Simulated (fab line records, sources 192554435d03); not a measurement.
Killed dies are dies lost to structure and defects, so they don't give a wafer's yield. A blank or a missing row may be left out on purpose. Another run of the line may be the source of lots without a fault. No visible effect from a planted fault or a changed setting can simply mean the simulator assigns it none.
Matching of chambers :: flow n5Finfet :: N5_MOL_CONTACT_COAG_ALD_131 on aldSin-02: 4 sister chambers
The step deposits SiO2, target thk 5 nm, pulse time 1 s, co reactant pulse time 1 s. 4 wafers are shown with their chamber, then 8 later ones without.

WAFERS WITH THEIR CHAMBER
wafer: L078.5
chamber: 0
heaterPowerW (W): 78

wafer: L083.6
chamber: 3
heaterPowerW (W): 72

wafer: L089.4
chamber: 2
heaterPowerW (W): 66

wafer: L093.2
chamber: 1
heaterPowerW (W): 88

WAFERS WITHOUT THEIR CHAMBER
wafer: L093.4
heaterPowerW (W): 76

wafer: L093.5
heaterPowerW (W): 90

wafer: L092.1
heaterPowerW (W): 66

wafer: L092.2
heaterPowerW (W): 78

wafer: L092.5
heaterPowerW (W): 73

wafer: L097.2
heaterPowerW (W): 72

wafer: L097.3
heaterPowerW (W): 67

wafer: L097.5
heaterPowerW (W): 77

CHAMBER TAKEN BY EACH
wafer: L093.4
from the rows above: can't be placed: 0 or 3
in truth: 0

wafer: L093.5
from the rows above: 1
in truth: 1

wafer: L092.1
from the rows above: 2
in truth: 2

wafer: L092.2
from the rows above: 0
in truth: 0

wafer: L092.5
from the rows above: 3
in truth: 3

wafer: L097.2
from the rows above: 3
in truth: 3

wafer: L097.3
from the rows above: 2
in truth: 2

wafer: L097.5
from the rows above: 0
in truth: 0
7 of 8 placed correctly. Can't be placed from these rows: 1 (the true chamber is among the candidates in 1). Placed wrongly: 0.
How it was worked out, from the rows above alone: a wafer's distance from a chamber is the root of the sum, over the readings, of the square of ((its reading less the chamber's mean) divided by the reading's scatter). The wafer belongs to the nearest chamber; if the next one is less than 2 further off, it can't be placed. For every chamber, the mean is computed from those of its wafers that are shown. The scatter: root of mean squared gap, hidden wafer to nearest shown wafer, with one shown wafer a chamber.
